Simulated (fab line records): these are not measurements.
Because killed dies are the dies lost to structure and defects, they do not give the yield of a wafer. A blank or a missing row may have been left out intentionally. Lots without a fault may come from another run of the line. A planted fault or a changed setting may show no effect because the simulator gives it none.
The tool behind it: which one?    flow n5_finfet    Sampling: 9 lots, 26 wafers, 4 of 1938 route steps

## WHAT THE GAUGES READ, wafer by wafer
N5_BEOL_M3_THK_MEAS_53: measures by xrf.
lot   measured      on             M3_THK (nm)
L747  day 7 13:26   film_metro-01  36.6 39.9 38.4
L749  day 7 15:16   film_metro-02  37.1 39.9 39.7
L751  day 8 10:43   film_metro-02  37.0 38.8 39.0
L752  day 8 12:23   film_metro-01  39.5 40.0 41.2
L756  day 10 17:47  film_metro-02  37.4 36.4 41.7
L758  day 10 19:50  film_metro-02  40.8 38.8 42.0
L762  day 11 03:56  film_metro-02  134.7 37.3
L768  day 13 00:19  film_metro-01  36.4 38.0 34.7
L770  day 13 18:26  film_metro-02  38.2 37.3 38.3

## EACH LOT AND THE TOOL THAT RAN IT (in order: tool; ch and the chambers of the sampled wafers; start)
lot   N5_BEOL_M3_ANNEAL_82          N5_BEOL_M3_ANNEAL_93          N5_BEOL_M3_CMP_52
L747  pvd_sputter-03, day 7 11:25   pvd_sputter-03, day 7 12:17   cmp-02 ch 0,1,3, day 7 13:11
L749  pvd_sputter-02, day 7 13:14   pvd_sputter-02, day 7 14:07   cmp-01 ch 0,2,3, day 7 14:58
L751  pvd_sputter-03, day 8 08:41   pvd_sputter-03, day 8 09:34   cmp-02 ch 1,2, day 8 10:26
L752  pvd_sputter-01, day 8 09:51   pvd_sputter-01, day 8 10:44   cmp-01 ch 0,2, day 8 12:05
L756  pvd_sputter-02, day 10 15:46  pvd_sputter-02, day 10 16:38  cmp-01 ch 0,1,3, day 10 17:32
L758  pvd_sputter-02, day 10 17:36  pvd_sputter-02, day 10 18:29  cmp-03 ch 1,2, day 10 19:32
L762  pvd_sputter-03, day 11 01:45  pvd_sputter-03, day 11 02:44  cmp-01 ch 0,3, day 11 03:39
L768  pvd_sputter-03, day 12 22:01  pvd_sputter-03, day 12 22:54  cmp-03 ch 1,2, day 13 00:02
L770  pvd_sputter-03, day 13 16:17  pvd_sputter-03, day 13 17:10  cmp-03 ch 1,2,3, day 13 18:09
- N5_BEOL_M3_ANNEAL_82: time 240 s.
- N5_BEOL_M3_ANNEAL_93: time 240 s.
- N5_BEOL_M3_CMP_52: polishes, stops on SiOC, t overpolish 6.8 s, target thk 40 nm.

## THE ANSWER, worked out from the rows above alone
Rule: usual is defined by the lots themselves. The widest of any qualifying gaps counts: lots, ordered by their means at a reading, are off when they make up no more than a third of the lots, leave a main group of 4 or more, and stand apart from it by 3 or more times the standard deviation of that group's means. A main group whose means are all the same, to the digits that the tables above print for the reading, isn't used. A lot without any number at a reading at which 4 lots or more have one is off too. The other lots that the step has rows for count as sound.
Off: at N5_BEOL_M3_THK_MEAS_53 (M3_THK), L762. The main group has a mean of 38.6 nm with a standard deviation of 1.2.
If a tool, at a process step before that reading, ran all the lots that are off and no sound lot after the first of them, it fits. Those tools and the gauges at N5_BEOL_M3_THK_MEAS_53 are tried in the same way. One fits: cmp-01 at N5_BEOL_M3_CMP_52. A fault onset in the window from L756 (day 10 17:32, its last sound lot) to L762 (day 11 03:39, its first lot off) fits.

## WHAT THE SIMULATOR HAD PUT IN
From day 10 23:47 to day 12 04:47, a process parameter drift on cmp-01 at N5_BEOL_M3_CMP_52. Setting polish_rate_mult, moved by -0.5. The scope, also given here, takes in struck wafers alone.
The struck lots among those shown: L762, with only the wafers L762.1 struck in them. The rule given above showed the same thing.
